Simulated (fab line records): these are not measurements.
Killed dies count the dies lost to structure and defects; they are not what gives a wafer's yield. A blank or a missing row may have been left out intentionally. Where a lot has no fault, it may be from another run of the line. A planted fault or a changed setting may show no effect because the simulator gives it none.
Which of the tools did it? :: flow nand_harc :: 12 lots with 36 wafers sampled at 5 steps, on a route of 1302 steps

WHAT THE GAUGES READ, wafer by wafer
NHARC_A_BONDPAD_THK_MEAS_30: measures by ellipsometry. Usual: thk_nm 200.4 nm, standard deviation 1.5.
lot: L344
measured: day 23 19:57
on: film_metro-01
thk_nm (nm): 200.4 202.0 198.6
flag: 

lot: L343
measured: day 23 22:14
on: film_metro-01
thk_nm (nm): 198.7 200.6 201.4
flag: 

lot: L347
measured: day 24 09:29
on: film_metro-01
thk_nm (nm): 201.1 200.4 203.0
flag: 

lot: L349
measured: day 25 19:58
on: film_metro-01
thk_nm (nm): 198.4 199.4 198.7
flag: 

lot: L348
measured: day 25 22:08
on: film_metro-02
thk_nm (nm): 200.4 202.0 200.1
flag: 

lot: L353
measured: day 27 03:40
on: film_metro-01
thk_nm (nm): 202.3 201.2 202.0
flag: 

lot: L355
measured: day 27 18:46
on: film_metro-01
thk_nm (nm): 200.5 201.5 201.7
flag: 

lot: L356
measured: day 29 01:00
on: film_metro-02
thk_nm (nm): 200.5 199.7 201.2
flag: 

lot: L359
measured: day 29 14:22
on: film_metro-02
thk_nm (nm): 199.2 198.6 200.1
flag: 

lot: L360
measured: day 30 05:16
on: film_metro-01
thk_nm (nm): 202.1 201.8 202.6
flag: 

lot: L363
measured: day 30 21:21
on: film_metro-01
thk_nm (nm): 201.2 197.8 197.4
flag: 

lot: L364
measured: day 32 20:47
on: film_metro-02
thk_nm (nm): 200.5 201.4 200.4
flag: 

NHARC_END_SORT_01. Usual: killed_at_array 62, standard deviation 22; killed_at_other 1.0, standard deviation 1.4; killed_at_periphery 4.2, standard deviation 2.8; killed_dies 67, standard deviation 23; killed_open 3.1, standard deviation 1.7; killed_short 2.1, standard deviation 1.5.
lot: L349
measured: day 27 04:31
on: prober-02
killed_at_array: 159 153 179
killed_at_other: 4 3 1
killed_at_periphery: 5 5 2
killed_dies: 168 161 182
killed_open: 6 3 1
killed_short: 1 0 2
flag: OFF

lot: L348
measured: day 27 06:32
on: prober-01
killed_at_array: 192 170 188
killed_at_other: 0 0 1
killed_at_periphery: 3 5 1
killed_dies: 195 175 190
killed_open: 3 4 2
killed_short: 1 1 1
flag: OFF

EACH LOT AND THE TOOL THAT RAN IT (in order: tool; ch and the chambers of the sampled wafers; start)
lot: L344
NHARC_A_M1_PRE_CLEAN_30: pvd_sputter-01, day 23 17:02
NHARC_A_BONDPAD_DESCUM_11: rie_diel-09 ch 1,2, day 23 20:43
NHARC_THIN_TSV_DESCUM_14: rie_diel-13 ch 0,1, day 24 12:43

lot: L343
NHARC_A_M1_PRE_CLEAN_30: pvd_sputter-02, day 23 19:08
NHARC_A_BONDPAD_DESCUM_11: rie_diel-09 ch 0,1,2, day 23 23:04
NHARC_THIN_TSV_DESCUM_14: rie_diel-13 ch 0,2,3, day 24 11:40

lot: L347
NHARC_A_M1_PRE_CLEAN_30: pvd_sputter-01, day 24 06:37
NHARC_A_BONDPAD_DESCUM_11: rie_diel-09 ch 1,2,3, day 24 10:16
NHARC_THIN_TSV_DESCUM_14: rie_diel-13 ch 0,1,3, day 25 02:43

lot: L349
NHARC_A_M1_PRE_CLEAN_30: pvd_sputter-02, day 25 17:07
NHARC_A_BONDPAD_DESCUM_11: rie_diel-08 ch 0,1,2, day 25 20:38
NHARC_THIN_TSV_DESCUM_14: rie_diel-02 ch 0,1,2, day 26 11:59

lot: L348
NHARC_A_M1_PRE_CLEAN_30: pvd_sputter-02, day 25 19:16
NHARC_A_BONDPAD_DESCUM_11: rie_diel-08 ch 1,2,3, day 25 22:55
NHARC_THIN_TSV_DESCUM_14: rie_diel-02 ch 0,2,3, day 26 13:04

lot: L353
NHARC_A_M1_PRE_CLEAN_30: pvd_sputter-01, day 27 00:45
NHARC_A_BONDPAD_DESCUM_11: rie_diel-08 ch 1,2,3, day 27 04:23
NHARC_THIN_TSV_DESCUM_14: rie_diel-02 ch 0,1,3, day 27 23:03

lot: L355
NHARC_A_M1_PRE_CLEAN_30: pvd_sputter-01, day 27 15:55
NHARC_A_BONDPAD_DESCUM_11: rie_diel-09 ch 0,1, day 27 19:25
NHARC_THIN_TSV_DESCUM_14: rie_diel-02 ch 0,2, day 28 12:16

lot: L356
NHARC_A_M1_PRE_CLEAN_30: pvd_sputter-03, day 28 22:09
NHARC_A_BONDPAD_DESCUM_11: rie_diel-08 ch 0,3, day 29 01:47
NHARC_THIN_TSV_DESCUM_14: rie_diel-02 ch 0,3, day 29 17:11

lot: L359
NHARC_A_M1_PRE_CLEAN_30: pvd_sputter-01, day 29 11:30
NHARC_A_BONDPAD_DESCUM_11: rie_diel-08 ch 1,2,3, day 29 15:02
NHARC_THIN_TSV_DESCUM_14: rie_diel-03 ch 0,1,2, day 30 05:56

lot: L360
NHARC_A_M1_PRE_CLEAN_30: pvd_sputter-03, day 30 02:23
NHARC_A_BONDPAD_DESCUM_11: rie_diel-08 ch 0,1,3, day 30 06:04
NHARC_THIN_TSV_DESCUM_14: rie_diel-13 ch 0,1,2, day 30 20:55

lot: L363
NHARC_A_M1_PRE_CLEAN_30: pvd_sputter-03, day 30 18:28
NHARC_A_BONDPAD_DESCUM_11: rie_diel-09 ch 0,3, day 30 22:00
NHARC_THIN_TSV_DESCUM_14: rie_diel-02 ch 1,2, day 31 13:47

lot: L364
NHARC_A_M1_PRE_CLEAN_30: pvd_sputter-03, day 32 17:57
NHARC_A_BONDPAD_DESCUM_11: rie_diel-08 ch 0,1, day 32 21:27
NHARC_THIN_TSV_DESCUM_14: rie_diel-13 ch 1,2, day 34 16:49
- NHARC_A_M1_PRE_CLEAN_30: time 30 s.
- NHARC_A_BONDPAD_DESCUM_11: chemistry O2, time 3 s.
- NHARC_THIN_TSV_DESCUM_14: chemistry O2, time 3 s.

WHAT THE TOOLS THEMSELVES READ (means of the sampled wafers that have a number; where no wafer has one, the mark that the record gives instead)
NHARC_A_M1_PRE_CLEAN_30. Usual: heater_power_w 412 W, standard deviation 40.
lot: L344
tool: pvd_sputter-01
heater_power_w (W): 422
flag: 

lot: L343
tool: pvd_sputter-02
heater_power_w (W): 448
flag: 

lot: L347
tool: pvd_sputter-01
heater_power_w (W): 425
flag: 

lot: L349
tool: pvd_sputter-02
heater_power_w (W): 432
flag: 

lot: L348
tool: pvd_sputter-02
heater_power_w (W): 400
flag: 

lot: L353
tool: pvd_sputter-01
heater_power_w (W): 371
flag: 

lot: L355
tool: pvd_sputter-01
heater_power_w (W): 390
flag: 

lot: L356
tool: pvd_sputter-03
heater_power_w (W): 402
flag: 

lot: L359
tool: pvd_sputter-01
heater_power_w (W): 414
flag: 

lot: L360
tool: pvd_sputter-03
heater_power_w (W): 440
flag: 

lot: L363
tool: pvd_sputter-03
heater_power_w (W): 395
flag: 

lot: L364
tool: pvd_sputter-03
heater_power_w (W): 421
flag: 

NHARC_A_BONDPAD_DESCUM_11. Usual: drypump_motor_current_A 5.5 A, standard deviation 0.57; oes_product_au 1.000 a.u., standard deviation 0.012; rf_vpp_V 57.7 V, standard deviation 0.92; showerhead_plenum_p_Torr 1.90 Torr, standard deviation 0.098; throttle_valve_pct 11.312 %, standard deviation 0.0083.
lot: L344
tool: rie_diel-09
drypump_motor_current_A (A): 5.6
oes_product_au (a.u.): 0.997
rf_vpp_V (V): 56.7
showerhead_plenum_p_Torr (Torr): 1.79
throttle_valve_pct (%): 11.314
flag: 

lot: L343
tool: rie_diel-09
drypump_motor_current_A (A): 5.3
oes_product_au (a.u.): 1.011
rf_vpp_V (V): 57.2
showerhead_plenum_p_Torr (Torr): 1.81
throttle_valve_pct (%): 11.303
flag: 

lot: L347
tool: rie_diel-09
drypump_motor_current_A (A): 5.4
oes_product_au (a.u.): 0.990
rf_vpp_V (V): 57.4
showerhead_plenum_p_Torr (Torr): 1.88
throttle_valve_pct (%): 11.306
flag: 

lot: L349
tool: rie_diel-08
drypump_motor_current_A (A): 5.8
oes_product_au (a.u.): 1.002
rf_vpp_V (V): 58.2
showerhead_plenum_p_Torr (Torr): 1.94
throttle_valve_pct (%): 11.316
flag: 

lot: L348
tool: rie_diel-08
drypump_motor_current_A (A): 5.8
oes_product_au (a.u.): 0.990
rf_vpp_V (V): 57.8
showerhead_plenum_p_Torr (Torr): 1.92
throttle_valve_pct (%): 11.319
flag: 

lot: L353
tool: rie_diel-08
drypump_motor_current_A (A): 5.8
oes_product_au (a.u.): 0.996
rf_vpp_V (V): 58.3
showerhead_plenum_p_Torr (Torr): 1.92
throttle_valve_pct (%): 11.314
flag: 

lot: L355
tool: rie_diel-09
drypump_motor_current_A (A): 5.7
oes_product_au (a.u.): 1.013
rf_vpp_V (V): 58.2
showerhead_plenum_p_Torr (Torr): 1.80
throttle_valve_pct (%): 11.315
flag: 

lot: L356
tool: rie_diel-08
drypump_motor_current_A (A): 5.7
oes_product_au (a.u.): 0.984
rf_vpp_V (V): 58.9
showerhead_plenum_p_Torr (Torr): 2.01
throttle_valve_pct (%): 11.312
flag: 

lot: L359
tool: rie_diel-08
drypump_motor_current_A (A): 5.8
oes_product_au (a.u.): 0.991
rf_vpp_V (V): 58.6
showerhead_plenum_p_Torr (Torr): 1.92
throttle_valve_pct (%): 11.311
flag: 

lot: L360
tool: rie_diel-08
drypump_motor_current_A (A): 5.5
oes_product_au (a.u.): 0.983
rf_vpp_V (V): 57.4
showerhead_plenum_p_Torr (Torr): 1.95
throttle_valve_pct (%): 11.315
flag: 

lot: L363
tool: rie_diel-09
drypump_motor_current_A (A): 5.5
oes_product_au (a.u.): 0.991
rf_vpp_V (V): 57.7
showerhead_plenum_p_Torr (Torr): 2.00
throttle_valve_pct (%): 11.305
flag: 

lot: L364
tool: rie_diel-08
drypump_motor_current_A (A): 5.3
oes_product_au (a.u.): 1.000
rf_vpp_V (V): 57.6
showerhead_plenum_p_Torr (Torr): 1.92
throttle_valve_pct (%): 11.311
flag: 

NHARC_THIN_TSV_DESCUM_14. Usual: drypump_motor_current_A 5.5 A, standard deviation 0.37; oes_product_au 0.999 a.u., standard deviation 0.0083; rf_vpp_V 57.8 V, standard deviation 0.89; showerhead_plenum_p_Torr 1.91 Torr, standard deviation 0.11; throttle_valve_pct 11.312 %, standard deviation 0.0087.
lot: L344
tool: rie_diel-13
drypump_motor_current_A (A): 5.4
oes_product_au (a.u.): 1.007
rf_vpp_V (V): 56.4
showerhead_plenum_p_Torr (Torr): 1.81
throttle_valve_pct (%): 11.315
flag: 

lot: L343
tool: rie_diel-13
drypump_motor_current_A (A): 5.6
oes_product_au (a.u.): 0.996
rf_vpp_V (V): 57.7
showerhead_plenum_p_Torr (Torr): 1.81
throttle_valve_pct (%): 11.313
flag: 

lot: L347
tool: rie_diel-13
drypump_motor_current_A (A): 5.7
oes_product_au (a.u.): 0.995
rf_vpp_V (V): 57.7
showerhead_plenum_p_Torr (Torr): 1.81
throttle_valve_pct (%): 11.314
flag: 

lot: L349
tool: rie_diel-02
drypump_motor_current_A (A): 5.3
oes_product_au (a.u.): 0.996
rf_vpp_V (V): 57.8
showerhead_plenum_p_Torr (Torr): 2.01
throttle_valve_pct (%): 11.309
flag: 

lot: L348
tool: rie_diel-02
drypump_motor_current_A (A): 5.5
oes_product_au (a.u.): 0.991
rf_vpp_V (V): 58.5
showerhead_plenum_p_Torr (Torr): 2.03
throttle_valve_pct (%): 11.316
flag: 

lot: L353
tool: rie_diel-02
drypump_motor_current_A (A): 5.4
oes_product_au (a.u.): 0.995
rf_vpp_V (V): 58.6
showerhead_plenum_p_Torr (Torr): 2.02
throttle_valve_pct (%): 11.313
flag: 

lot: L355
tool: rie_diel-02
drypump_motor_current_A (A): 5.5
oes_product_au (a.u.): 1.000
rf_vpp_V (V): 58.6
showerhead_plenum_p_Torr (Torr): 2.02
throttle_valve_pct (%): 11.308
flag: 

lot: L356
tool: rie_diel-02
drypump_motor_current_A (A): 5.3
oes_product_au (a.u.): 0.999
rf_vpp_V (V): 58.6
showerhead_plenum_p_Torr (Torr): 2.02
throttle_valve_pct (%): 11.311
flag: 

lot: L359
tool: rie_diel-03
drypump_motor_current_A (A): 5.6
oes_product_au (a.u.): 1.002
rf_vpp_V (V): 58.2
showerhead_plenum_p_Torr (Torr): 1.87
throttle_valve_pct (%): 11.308
flag: 

lot: L360
tool: rie_diel-13
drypump_motor_current_A (A): 5.3
oes_product_au (a.u.): 1.000
rf_vpp_V (V): 57.4
showerhead_plenum_p_Torr (Torr): 1.82
throttle_valve_pct (%): 11.310
flag: 

lot: L363
tool: rie_diel-02
drypump_motor_current_A (A): 5.5
oes_product_au (a.u.): 1.004
rf_vpp_V (V): 59.0
showerhead_plenum_p_Torr (Torr): 2.01
throttle_valve_pct (%): 11.312
flag: 

lot: L364
tool: rie_diel-13
drypump_motor_current_A (A): 5.3
oes_product_au (a.u.): 1.007
rf_vpp_V (V): 57.6
showerhead_plenum_p_Torr (Torr): 1.80
throttle_valve_pct (%): 11.308
flag: 

THE ANSWER, worked out from the rows above alone
Rule: take the mean of a lot's wafers that have a number; if it is more than 3 standard deviations from the usual mean, the lot is off. A lot without any number at a reading at which 4 lots or more have one is off too. All remaining lots with rows at the step are treated as sound. First the gauges in route order, then the tools' own readings, where a lot's mean is used as printed above. At the first step where some lot is off, the reading lying furthest off is the one used; lots without a number count as furthest.
Off at NHARC_END_SORT_01 (killed_at_array): L349, L348. Neither off nor sound, because the step has no rows for them: L344, L343, L347, L353, L355, L356, L359, L360, L363, L364.
A tool fits if, at a process step before that reading, it ran every lot that is off, and no sound lot after the first of them. Those tools and the gauges at NHARC_END_SORT_01 are tried in the same way. Can't be told from this: 3 tools fit, pvd_sputter-02 at NHARC_A_M1_PRE_CLEAN_30, rie_diel-08 at NHARC_A_BONDPAD_DESCUM_11, rie_diel-02 at NHARC_THIN_TSV_DESCUM_14.

WHAT THE SIMULATOR HAD INSERTED
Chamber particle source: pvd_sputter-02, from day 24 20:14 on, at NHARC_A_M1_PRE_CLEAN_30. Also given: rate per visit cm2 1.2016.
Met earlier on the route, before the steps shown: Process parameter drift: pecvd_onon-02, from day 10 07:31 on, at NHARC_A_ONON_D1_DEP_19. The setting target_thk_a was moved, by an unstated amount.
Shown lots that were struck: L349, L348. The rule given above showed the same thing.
